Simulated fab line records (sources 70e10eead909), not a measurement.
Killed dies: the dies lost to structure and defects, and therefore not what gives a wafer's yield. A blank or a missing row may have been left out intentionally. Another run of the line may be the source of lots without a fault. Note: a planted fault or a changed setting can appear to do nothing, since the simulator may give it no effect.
8D (eight disciplines) problem report, filled in by code + flow nand_harc + the parts of the form that need people (team, actions taken, sign-off) are left out

## 1. WHAT WENT WRONG
killed_at_array at NHARC_END_SORT_01 reads a mean of 672 on 4 wafers of 2 lots; wafers without a fault read 54 with a standard deviation of 21. That is +29 standard deviations from the usual mean.
First seen on wafer L406.1, day 31 22:56, on prober-01. Wafers with a number at this step in the record: 4, from 2 lots. Rule for "out" (also "out of limits"): further than 4 standard deviations from the usual mean. The rest of the wafers with a number are treated as sound.

## 2. WHAT IT IS AND WHAT IT IS NOT
| question                    | is                           | is not                                                          |
|-----------------------------|------------------------------|-----------------------------------------------------------------|
| which readings at this step | killed_at_array, killed_dies | killed_at_other, killed_at_periphery, killed_open, killed_short |
| which lots                  | L406, L408                   | -                                                               |
| which wafers of those lots  | all that have a number       | -                                                               |
| read on which gauges        | prober-01                    | -                                                               |
| when                        | from day 31 22:56            | up to then (0 sound wafers)                                     |

## 3. WHAT RULES OUT EACH SUSPECT
Counting: a tool stays on the suspect list if, at a process step up to the reading, it processed all lots that are out and no sound lot following the first of them.
- the gauge at NHARC_END_SORT_01: kept. All the wafers that are out were read on prober-01, and no step on other tools shows them out.
- ald_hk-04 at NHARC_A_STAIRCASE_ALD_415 (deposits SiO2, target thk 30 nm, pulse time 6 s, ald cycles 300): kept. It ran every lot that is out, first L406 (day 24 09:22), and no sound lot after that.
Remaining after the count are ald_hk-04 at NHARC_A_STAIRCASE_ALD_415 and prober-01 at NHARC_END_SORT_01.

## 4. THE CAUSE (what the simulator had put in)
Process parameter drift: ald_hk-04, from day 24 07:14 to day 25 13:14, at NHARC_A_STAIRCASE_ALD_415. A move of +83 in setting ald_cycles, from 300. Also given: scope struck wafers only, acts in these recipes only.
Counting leaves 2 suspects; this tool is one of them.

## 5. THE EFFECT CHAIN, in route order
Rows list readings where the struck wafers' mean (over those with a number) sits beyond 3 standard deviations from the usual. Only readings for which the record gives a usual standard deviation are gone through. hours: the time from each lot's start at the first step in this table that gives one to its start at this step, as a median over the lots. sigmas: the change in usual standard deviations.
| hours | step              | reading         | usual | on struck wafers | change | sigmas |
|-------|-------------------|-----------------|-------|------------------|--------|--------|
| 0     | NHARC_END_SORT_01 | killed_at_array | 54    | 672              | +618   | +29    |
| 0     | NHARC_END_SORT_01 | killed_dies     | 58    | 677              | +619   | +29    |

## 6. WHAT WOULD HAVE CAUGHT IT SOONER
Counted from the fault's start at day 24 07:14, it took 184 hours until the first out-of-limits reading at a measuring or inspecting step in this record, taken at day 31 22:56.
An alarm limit of 4 standard deviations would not have fired on the tool readings at NHARC_A_STAIRCASE_ALD_415 for which the record gives a usual standard deviation, since none of them was out on any struck wafer.
Each of the lots that are out, 2 in all, had begun NHARC_A_STAIRCASE_ALD_415 on ald_hk-04 no later than day 31 22:56. Tool hold at that time: it would have spared none of them.
